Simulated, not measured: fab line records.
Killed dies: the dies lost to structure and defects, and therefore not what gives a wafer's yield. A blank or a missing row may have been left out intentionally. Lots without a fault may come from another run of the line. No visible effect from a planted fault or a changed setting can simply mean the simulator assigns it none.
Which tool was responsible? / flow nandHarc / 12 lots with 36 wafers sampled at 4 steps, on a route of 1302 steps

== WHAT THE GAUGES READ, wafer by wafer ==
NHARC_P_M2_INSPECT_11.
lot=L076; measured=day 7 01:39; on=defectInspect-01; rawDefectCount=3 3 4
lot=L077; measured=day 7 13:35; on=defectInspect-02; rawDefectCount=3 1 2
lot=L079; measured=day 8 13:14; on=defectInspect-01; rawDefectCount=5 1 4
lot=L081; measured=day 9 12:11; on=defectInspect-01; rawDefectCount=6 7 7
lot=L083; measured=day 10 02:47; on=defectInspect-01; rawDefectCount=16 7 8
lot=L085; measured=day 11 01:13; on=defectInspect-01; rawDefectCount=1 3 4
lot=L087; measured=day 11 17:58; on=defectInspect-02; rawDefectCount=8 6 5
lot=L088; measured=day 12 18:08; on=defectInspect-02; rawDefectCount=3 5 6
lot=L091; measured=day 13 16:00; on=defectInspect-01; rawDefectCount=3 8 3
lot=L093; measured=day 14 06:43; on=defectInspect-01; rawDefectCount=5 6 8
lot=L095; measured=day 14 23:44; on=defectInspect-02; rawDefectCount=8 1 4
lot=L096; measured=day 16 23:31; on=defectInspect-02; rawDefectCount=9 5 3

== TOOL THAT RAN EACH LOT (tool first, then ch and the chambers of the sampled wafers, then the start) ==
lot=L076; NHARC_P_M1_ETCH_15=rieDiel-02 ch 0,1,2, day 6 23:51 or earlier; NHARC_P_M1_PVD_20=pvdSputter-01, day 6 23:51 or earlier; NHARC_P_M1_CMP_23=cmp-01 ch 0,1,3, day 6 23:51
lot=L077; NHARC_P_M1_ETCH_15=rieDiel-01 ch 0,1,3, day 7 11:38 or earlier; NHARC_P_M1_PVD_20=pvdSputter-02, day 7 11:38 or earlier; NHARC_P_M1_CMP_23=cmp-04 ch 0,1,2, day 7 11:38
lot=L079; NHARC_P_M1_ETCH_15=rieDiel-02 ch 0,1,2, day 8 11:17 or earlier; NHARC_P_M1_PVD_20=pvdSputter-02, day 8 11:17 or earlier; NHARC_P_M1_CMP_23=cmp-01 ch 0,1, day 8 11:17
lot=L081; NHARC_P_M1_ETCH_15=rieDiel-02 ch 0,1,3, day 9 10:21 or earlier; NHARC_P_M1_PVD_20=pvdSputter-02, day 9 10:21 or earlier; NHARC_P_M1_CMP_23=cmp-04 ch 0,1,2, day 9 10:21
lot=L083; NHARC_P_M1_ETCH_15=rieDiel-01 ch 0,1,2, day 10 00:46 or earlier; NHARC_P_M1_PVD_20=pvdSputter-01, day 10 00:46 or earlier; NHARC_P_M1_CMP_23=cmp-02 ch 0,1,3, day 10 00:46
lot=L085; NHARC_P_M1_ETCH_15=rieDiel-02 ch 1,2,3, day 10 23:16 or earlier; NHARC_P_M1_PVD_20=pvdSputter-01, day 10 23:16 or earlier; NHARC_P_M1_CMP_23=cmp-01 ch 0,2,3, day 10 23:16
lot=L087; NHARC_P_M1_ETCH_15=rieDiel-01 ch 0,1,2, day 11 15:59 or earlier; NHARC_P_M1_PVD_20=pvdSputter-01, day 11 15:59 or earlier; NHARC_P_M1_CMP_23=cmp-01 ch 0,1,2, day 11 15:59
lot=L088; NHARC_P_M1_ETCH_15=rieDiel-02 ch 0,2,3, day 12 16:01 or earlier; NHARC_P_M1_PVD_20=pvdSputter-01, day 12 16:01 or earlier; NHARC_P_M1_CMP_23=cmp-04 ch 0,1,2, day 12 16:01
lot=L091; NHARC_P_M1_ETCH_15=rieDiel-04 ch 0,1,3, day 13 13:59 or earlier; NHARC_P_M1_PVD_20=pvdSputter-03, day 13 13:59 or earlier; NHARC_P_M1_CMP_23=cmp-02 ch 0,2, day 13 13:59
lot=L093; NHARC_P_M1_ETCH_15=rieDiel-02 ch 0,3, day 14 04:49 or earlier; NHARC_P_M1_PVD_20=pvdSputter-03, day 14 04:49 or earlier; NHARC_P_M1_CMP_23=cmp-01 ch 0,2,3, day 14 04:49
lot=L095; NHARC_P_M1_ETCH_15=rieDiel-02 ch 2,3, day 14 21:48 or earlier; NHARC_P_M1_PVD_20=pvdSputter-01, day 14 21:48 or earlier; NHARC_P_M1_CMP_23=cmp-04 ch 0,1, day 14 21:48
lot=L096; NHARC_P_M1_ETCH_15=rieDiel-02 ch 1,2,3, day 16 21:31 or earlier; NHARC_P_M1_PVD_20=pvdSputter-01, day 16 21:31 or earlier; NHARC_P_M1_CMP_23=cmp-04 ch 1,2,3, day 16 21:31
- NHARC_P_M1_ETCH_15: etches the open film in C4F8/Ar, target depth 182.5 nm, time 91.2 s.
- NHARC_P_M1_PVD_20: deposits TaN, target thk 5 nm, time 8.06 s.
- NHARC_P_M1_CMP_23: polishes, t overpolish 20 s, target thk 157.82 nm.

== THE ANSWER, worked out from the rows above alone ==
Rule: the usual values come from the lots themselves. Put in order of their means at a reading, lots are off if they are a third of the lots or fewer, leave a main group of 4 or more, and stand apart from it by a gap of 3 or more times the standard deviation of the main group's means; of several such gaps the widest counts. A main group whose means are all the same, to the digits that the tables above print for the reading, isn't used. Also off: a lot with no number at a reading for which 4 or more lots have one. Any other lot the step has rows for is counted as sound.
No lot is off on any of the readings shown, so nothing can be concluded from this.

== WHAT THE SIMULATOR HAD PUT IN ==
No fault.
